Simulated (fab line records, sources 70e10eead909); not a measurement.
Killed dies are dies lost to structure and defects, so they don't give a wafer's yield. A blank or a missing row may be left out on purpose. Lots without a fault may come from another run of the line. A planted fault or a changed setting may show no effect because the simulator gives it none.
Which tool did it? | flow nand_harc | 12 lots, 36 wafers sampled, at 5 steps of a route of 1302

WHAT THE GAUGES READ, wafer by wafer
NHARC_P_M2_OVL_MEAS_10: pitch 340 nm. Usual: overlay_x_nm 0.0 nm, standard deviation 0.65; overlay_y_nm 0.2 nm, standard deviation 0.79.
lot  | measured     | on         | overlay_x_nm (nm) | overlay_y_nm (nm) | flag
L574 | day 7 13:55  | overlay-01 | -0.8 -0.4 0.0     | 1.7 0.8 1.5       |
L575 | day 8 01:32  | overlay-02 | 0.2 0.5 0.5       | -1.0 -1.9 -1.0    |
L577 | day 8 20:53  | overlay-02 | 0.5 -0.1 0.0      | 0.0 0.2 0.3       |
L578 | day 9 12:55  | overlay-01 | -0.3 0.1 0.0      | 1.3 1.3 1.9       |
L579 | day 9 18:41  | overlay-02 | -0.7 -0.6 -0.6    | 0.4 -0.4 0.4      |
L587 | day 13 05:22 | overlay-02 | -0.5 -0.2 0.1     | 1.2 0.6 0.9       |
L588 | day 13 07:17 | overlay-01 | 0.6 0.9 0.8       | 0.1 0.6 0.5       |
L589 | day 13 19:07 | overlay-02 | 1.4 1.0 1.2       | 1.0 0.7 1.1       |
L590 | day 14 05:44 | overlay-01 | 0.8 1.1 1.1       | 0.0 -0.4 0.3      |
L591 | day 14 19:19 | overlay-02 | 0.2 0.5 0.2       | 0.3 1.0 0.9       |
L593 | day 15 12:38 | overlay-01 | -0.3 -0.8 -0.3    | -0.2 -0.2 0.4     |
L594 | day 15 20:20 | overlay-02 | -0.4 -0.6 -0.1    | 0.4 -0.3 -0.1     |

NHARC_END_SORT_01. Usual: defect_limited_yield 90.1 %, standard deviation 2.6; killed_at_array 63, standard deviation 17; killed_at_other 0.8, standard deviation 1.1; killed_at_periphery 3.5, standard deviation 3; killed_dies 67, standard deviation 17; killed_open 3.1, standard deviation 1.6; killed_short 2.6, standard deviation 1.4.
lot  | measured     | on        | defect_limited_yield (%) | killed_at_array | killed_at_other | killed_at_periphery | killed_dies | killed_open | killed_short | flag
L579 | day 28 03:13 | prober-02 | 86.9 86.7 87.9           | 81 87 78        | 1 1 0           | 7 2 4               | 89 90 82    | 3 1 3       | 3 1 1        |
L587 | day 31 14:28 | prober-02 | 90.7 89.7 88.2           | 57 69 76        | 0 0 0           | 6 1 4               | 63 70 80    | 3 5 1       | 2 3 4        |
L588 | day 31 12:52 | prober-01 | 92.2 91.9 90.0           | 46 52 65        | 0 1 2           | 7 2 1               | 53 55 68    | 2 3 3       | 4 3 6        |
L589 | day 32 14:59 | prober-01 | 90.7                     | 61              | 0               | 2                   | 63          | 6           | 3            |
L590 | day 32 08:44 | prober-01 | 87.7 85.4 84.8           | 81 98 102       | 1 1 0           | 1 0 1               | 83 99 103   | 3 5 5       | 4 1 2        |

WHICH TOOL RAN EACH LOT (tool, then ch and the chambers of the sampled wafers, then the start)
lot  | NHARC_P_M2_ETCH_28                            | NHARC_P_M2_PVD_20                       | NHARC_P_BONDPAD_DEP_00
L574 | rie_diel-09 ch 0,1,3, day 7 17:32 or earlier  | pvd_sputter-01, day 7 17:32 or earlier  | pecvd-02 ch 0,1,2, day 7 17:32
L575 | rie_diel-07 ch 0,1,3, day 8 04:48 or earlier  | pvd_sputter-01, day 8 04:48 or earlier  | pecvd-02 ch 0,2, day 8 04:48
L577 | rie_diel-09 ch 0,2,3, day 9 00:06 or earlier  | pvd_sputter-02, day 9 00:06 or earlier  | pecvd-01 ch 0,1,2, day 9 00:06
L578 | rie_diel-09 ch 0,3, day 9 16:08 or earlier    | pvd_sputter-03, day 9 16:08 or earlier  | pecvd-01 ch 0,1,2, day 9 16:08
L579 | rie_diel-07 ch 0,1,2, day 9 21:57 or earlier  | pvd_sputter-03, day 9 21:57 or earlier  | pecvd-01 ch 0,1,2, day 9 21:57
L587 | rie_diel-09 ch 0,2,3, day 13 08:43 or earlier | pvd_sputter-03, day 13 08:43 or earlier | pecvd-02 ch 0,1,2, day 13 08:43
L588 | rie_diel-10 ch 1,2,3, day 13 10:39 or earlier | pvd_sputter-03, day 13 10:39 or earlier | pecvd-01 ch 0,1,2, day 13 10:39
L589 | rie_diel-10 ch 0,2,3, day 13 22:23 or earlier | pvd_sputter-03, day 13 22:23 or earlier | pecvd-01 ch 0,1,2, day 13 22:23
L590 | rie_diel-07 ch 0,1,2, day 14 09:11 or earlier | pvd_sputter-01, day 14 09:11 or earlier | pecvd-04 ch 0,2, day 14 09:11
L591 | rie_diel-10 ch 1,2, day 14 22:38 or earlier   | pvd_sputter-03, day 14 22:38 or earlier | pecvd-04 ch 0,2, day 14 22:38
L593 | rie_diel-07 ch 0,1,2, day 15 15:52 or earlier | pvd_sputter-02, day 15 15:52 or earlier | pecvd-01 ch 0,1,2, day 15 15:52
L594 | rie_diel-10 ch 1,2, day 15 23:34 or earlier   | pvd_sputter-01, day 15 23:34 or earlier | pecvd-02 ch 1,2, day 15 23:34
- NHARC_P_M2_ETCH_28: etches the open film in CF4/N2, target depth 30 nm, time 72.99 s.
- NHARC_P_M2_PVD_20: deposits TaN, target thk 5 nm, time 8.06 s.
- NHARC_P_BONDPAD_DEP_00: deposits SiCN, target thk 250 nm.

WHAT THE TOOLS THEMSELVES READ (means of the sampled wafers that have a number; where no wafer has one, the mark that the record gives instead)
NHARC_P_M2_ETCH_28. Usual: bias_w 100.00 W, standard deviation 0.3; drypump_motor_current_A 5.8 A, standard deviation 0.4; oes_product_au 1.001 a.u., standard deviation 0.011; rf_vpp_V 315.0 V, standard deviation 2.4; showerhead_plenum_p_Torr 2.67 Torr, standard deviation 0.13; throttle_valve_pct 19.794 %, standard deviation 0.0092.
lot  | tool        | bias_w (W) | drypump_motor_current_A (A) | oes_product_au (a.u.) | rf_vpp_V (V) | showerhead_plenum_p_Torr (Torr) | throttle_valve_pct (%) | flag
L574 | rie_diel-09 | 99.91      | 6.1                         | 0.997                 | 314.7        | 2.68                            | 19.806                 |
L575 | rie_diel-07 | 100.18     | 6.1                         | 1.014                 | 314.4        | 2.66                            | 19.796                 |
L577 | rie_diel-09 | 100.07     | 6.0                         | 1.004                 | 316.5        | 2.73                            | 19.797                 |
L578 | rie_diel-09 | 99.81      | 6.0                         | 0.998                 | 316.1        | 2.74                            | 19.797                 |
L579 | rie_diel-07 | 99.77      | 5.8                         | 1.003                 | 316.6        | 2.76                            | 19.796                 |
L587 | rie_diel-09 | 99.76      | 6.0                         | 0.999                 | 315.1        | 2.73                            | 19.798                 |
L588 | rie_diel-10 | 100.00     | 5.5                         | 0.996                 | 314.9        | 2.65                            | 19.792                 |
L589 | rie_diel-10 | 99.89      | 5.5                         | 0.993                 | 314.2        | 2.57                            | 19.799                 |
L590 | rie_diel-07 | 100.04     | 5.9                         | 1.001                 | 315.8        | 2.76                            | 19.793                 |
L591 | rie_diel-10 | 100.21     | 5.1                         | 0.986                 | 317.4        | 2.75                            | 19.790                 |
L593 | rie_diel-07 | 100.01     | 5.8                         | 1.005                 | 316.7        | 2.75                            | 19.799                 |
L594 | rie_diel-10 | 100.11     | 5.1                         | 0.999                 | 316.7        | 2.75                            | 19.795                 |

NHARC_P_M2_PVD_20. Usual: throttle_valve_pct 30.1 %, standard deviation 0.77.
lot  | tool           | throttle_valve_pct (%) | flag
L574 | pvd_sputter-01 | 30.4                   |
L575 | pvd_sputter-01 | 30.2                   |
L577 | pvd_sputter-02 | 31.1                   |
L578 | pvd_sputter-03 | 29.7                   |
L579 | pvd_sputter-03 | 29.9                   |
L587 | pvd_sputter-03 | 29.3                   |
L588 | pvd_sputter-03 | 29.3                   |
L589 | pvd_sputter-03 | 29.9                   |
L590 | pvd_sputter-01 | 29.9                   |
L591 | pvd_sputter-03 | 29.2                   |
L593 | pvd_sputter-02 | 30.9                   |
L594 | pvd_sputter-01 | 30.3                   |

NHARC_P_BONDPAD_DEP_00. Usual: heater_power_w 572 W, standard deviation 60; rf_fwd_power_W 449.2 W, standard deviation 1.5; showerhead_vpp_V 1325 V, standard deviation 53.
lot  | tool     | heater_power_w (W) | rf_fwd_power_W (W) | showerhead_vpp_V (V) | flag
L574 | pecvd-02 | 609                | 449.1              | 1334                 |
L575 | pecvd-02 | 596                | 448.6              | 1320                 |
L577 | pecvd-01 | 559                | 448.5              | 1303                 |
L578 | pecvd-01 | 573                | 387.8              | 1201                 | OFF
L579 | pecvd-01 | 585                | 389.6              | 1206                 | OFF
L587 | pecvd-02 | 568                | 448.7              | 1353                 |
L588 | pecvd-01 | 547                | 448.1              | 1306                 |
L589 | pecvd-01 | 516                | 448.5              | 1307                 |
L590 | pecvd-04 | 651                | 449.2              | 1313                 |
L591 | pecvd-04 | 649                | 447.7              | 1302                 |
L593 | pecvd-01 | 551                | 449.7              | 1310                 |
L594 | pecvd-02 | 584                | 449.5              | 1328                 |

THE ANSWER, worked out from the rows above alone
Rule: a lot is off if the mean of its wafers that have a number lies more than 3 standard deviations from the usual mean. A lot without any number at a reading at which 4 lots or more have one is off too. The other lots that the step has rows for count as sound. The gauges are gone through in route order, then the tools' own readings, and for those a lot's mean is taken as printed above. The first step at which some lot is off is used, and at that step the reading that is off furthest; a lot without a number counts as furthest.
Off: L578, L579, at NHARC_P_BONDPAD_DEP_00 (rf_fwd_power_W).
A tool fits if, at that step or a process step before it, it ran every lot that is off, and no sound lot after the first of them. NHARC_P_M2_ETCH_28 gives no start for some lots, so the hours and the order of its lots are those of NHARC_P_BONDPAD_DEP_00. NHARC_P_M2_PVD_20 gives no start for some lots, so the hours and the order of its lots are those of NHARC_P_BONDPAD_DEP_00. None of those tried fits.

WHAT THE SIMULATOR HAD PUT IN
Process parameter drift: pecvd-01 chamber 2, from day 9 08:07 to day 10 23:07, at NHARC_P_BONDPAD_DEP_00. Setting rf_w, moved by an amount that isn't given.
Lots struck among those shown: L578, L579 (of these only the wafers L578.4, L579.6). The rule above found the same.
